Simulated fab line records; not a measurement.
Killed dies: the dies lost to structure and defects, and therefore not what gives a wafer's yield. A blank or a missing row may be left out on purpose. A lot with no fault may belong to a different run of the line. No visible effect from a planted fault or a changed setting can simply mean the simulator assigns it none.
Chamber matching + flow nand harc + 4 sister chambers for NHARC_A_BONDPAD_ETCH_34 on rie diel-13
The step etches the open film in N2/H2, target depth 60 nm, overetch 18 nm, time 65.91 s. 8 wafers are shown with their chamber, then 12 later ones without.

## WAFERS PAIRED WITH THEIR CHAMBERS
| wafer  | chamber | showerhead plenum p Torr (Torr) | drypump motor current A (A) |
|--------|---------|---------------------------------|-----------------------------|
| L083.4 | 1       | 1.98                            | 5.7                         |
| L086.5 | 3       | 2.18                            | 5.2                         |
| L091.1 | 0       | 2.06                            | 5.7                         |
| L091.2 | 2       | 2.16                            | 5.7                         |
| L091.3 | 3       | 2.18                            | 5.2                         |
| L093.1 | 1       | 1.98                            | 5.8                         |
| L093.2 | 2       | 2.16                            | 5.7                         |
| L093.3 | 0       | 2.05                            | 5.7                         |

## WAFERS WHOSE CHAMBER IS MISSING
| wafer  | showerhead plenum p Torr (Torr) | drypump motor current A (A) |
|--------|---------------------------------|-----------------------------|
| L093.4 | 2.18                            | 5.2                         |
| L093.5 | 2.16                            | 5.7                         |
| L093.6 | 2.18                            | 5.2                         |
| L096.1 | 1.98                            | 5.7                         |
| L096.4 | 2.18                            | 5.2                         |
| L096.6 | 1.98                            | 5.8                         |
| L097.1 | 1.98                            | 5.7                         |
| L097.2 | 2.06                            | 5.7                         |
| L097.5 | 1.98                            | 5.8                         |
| L097.3 | 2.18                            | 5.2                         |
| L097.4 | 2.16                            | 5.7                         |
| L097.6 | 2.05                            | 5.7                         |

## WHICH CHAMBER EACH WENT THROUGH
| wafer  | from the rows above | in truth |
|--------|---------------------|----------|
| L093.4 | 3                   | 3        |
| L093.5 | 2                   | 2        |
| L093.6 | 3                   | 3        |
| L096.1 | 1                   | 1        |
| L096.4 | 3                   | 3        |
| L096.6 | 1                   | 1        |
| L097.1 | 1                   | 1        |
| L097.2 | 0                   | 0        |
| L097.5 | 1                   | 1        |
| L097.3 | 3                   | 3        |
| L097.4 | 2                   | 2        |
| L097.6 | 0                   | 0        |
Correctly placed: 12 of 12. From these rows, 0 cannot be placed. Number placed wrongly: 0.
How it was worked out, from the rows above alone: a wafer's distance from a chamber is the root of the sum, over the readings, of the square of ((its reading less the chamber's mean) divided by the reading's scatter). If the next closest chamber is less than 2 further off than the closest, the wafer can't be placed; otherwise it belongs to the closest. The mean given for a chamber averages the wafers shown for that chamber. The scatter: take each reading less its chamber's mean, square it, sum over the shown wafers, divide by the number of wafers less the number of chambers, and take the root.
